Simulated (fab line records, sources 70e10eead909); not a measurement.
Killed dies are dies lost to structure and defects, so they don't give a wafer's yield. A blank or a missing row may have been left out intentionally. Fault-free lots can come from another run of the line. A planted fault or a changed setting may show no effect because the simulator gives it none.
Chamber matching / flow nandHarc / 3 sister chambers for NHARC_A_M0_DEP_32 on pecvd-04
The step deposits SiCN, target thk 30 nm. 20 wafers are shown with their chamber, then 10 later ones without.

WAFERS WITH THEIR CHAMBER
wafer=L075.2; chamber=0; heaterPowerW (W)=539
wafer=L075.3; chamber=2; heaterPowerW (W)=548
wafer=L075.4; chamber=2; heaterPowerW (W)=541
wafer=L078.1; chamber=0; heaterPowerW (W)=508
wafer=L078.3; chamber=1; heaterPowerW (W)=579
wafer=L078.5; chamber=0; heaterPowerW (W)=516
wafer=L083.1; chamber=0; heaterPowerW (W)=495
wafer=L083.2; chamber=1; heaterPowerW (W)=591
wafer=L083.6; chamber=0; heaterPowerW (W)=494
wafer=L081.3; chamber=2; heaterPowerW (W)=512
wafer=L081.4; chamber=2; heaterPowerW (W)=515
wafer=L081.6; chamber=1; heaterPowerW (W)=576
wafer=L085.2; chamber=1; heaterPowerW (W)=630
wafer=L085.3; chamber=0; heaterPowerW (W)=554
wafer=L085.6; chamber=1; heaterPowerW (W)=501
wafer=L088.2; chamber=0; heaterPowerW (W)=545
wafer=L088.4; chamber=2; heaterPowerW (W)=541
wafer=L088.5; chamber=0; heaterPowerW (W)=553
wafer=L092.3; chamber=0; heaterPowerW (W)=518
wafer=L092.4; chamber=0; heaterPowerW (W)=529

SIGNATURES, as means of the wafers listed above
reading=heaterPowerW; chamber 0=525.10; chamber 1=575.40; chamber 2=531.40; scatter within a chamber=29.1
Rule: distance of a wafer from a chamber = root of the sum over the readings of ((wafer's reading minus chamber's mean) / reading's scatter) squared. The wafer belongs to the nearest chamber; if the next one is less than 2 further off, it can't be placed. The scatter is the square root of a quotient: the sum, over the shown wafers, of each reading's squared deviation from its chamber's mean, divided by wafers minus chambers.

WAFERS WITHOUT THEIR CHAMBER
wafer=L092.6; heaterPowerW (W)=615
wafer=L093.1; heaterPowerW (W)=444
wafer=L093.3; heaterPowerW (W)=616
wafer=L093.4; heaterPowerW (W)=631
wafer=L094.4; heaterPowerW (W)=609
wafer=L094.5; heaterPowerW (W)=527
wafer=L094.6; heaterPowerW (W)=540
wafer=L095.1; heaterPowerW (W)=579
wafer=L095.5; heaterPowerW (W)=488
wafer=L095.6; heaterPowerW (W)=587

THE CHAMBER EACH PASSED THROUGH
wafer=L092.6; from the rows above=can't be placed: 1 or 2 or 0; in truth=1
wafer=L093.1; from the rows above=can't be placed: 0 or 2 or 1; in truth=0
wafer=L093.3; from the rows above=can't be placed: 1 or 2 or 0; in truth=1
wafer=L093.4; from the rows above=can't be placed: 1 or 2 or 0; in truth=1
wafer=L094.4; from the rows above=can't be placed: 1 or 2 or 0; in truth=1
wafer=L094.5; from the rows above=can't be placed: 0 or 2 or 1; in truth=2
wafer=L094.6; from the rows above=can't be placed: 2 or 0 or 1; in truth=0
wafer=L095.1; from the rows above=can't be placed: 1 or 2 or 0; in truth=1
wafer=L095.5; from the rows above=can't be placed: 0 or 2 or 1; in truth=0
wafer=L095.6; from the rows above=can't be placed: 1 or 2 or 0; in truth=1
Correct placement for 0 of the 10. Can't be placed from these rows: 10 (the true chamber is among the candidates in 10). 0 placed wrongly.
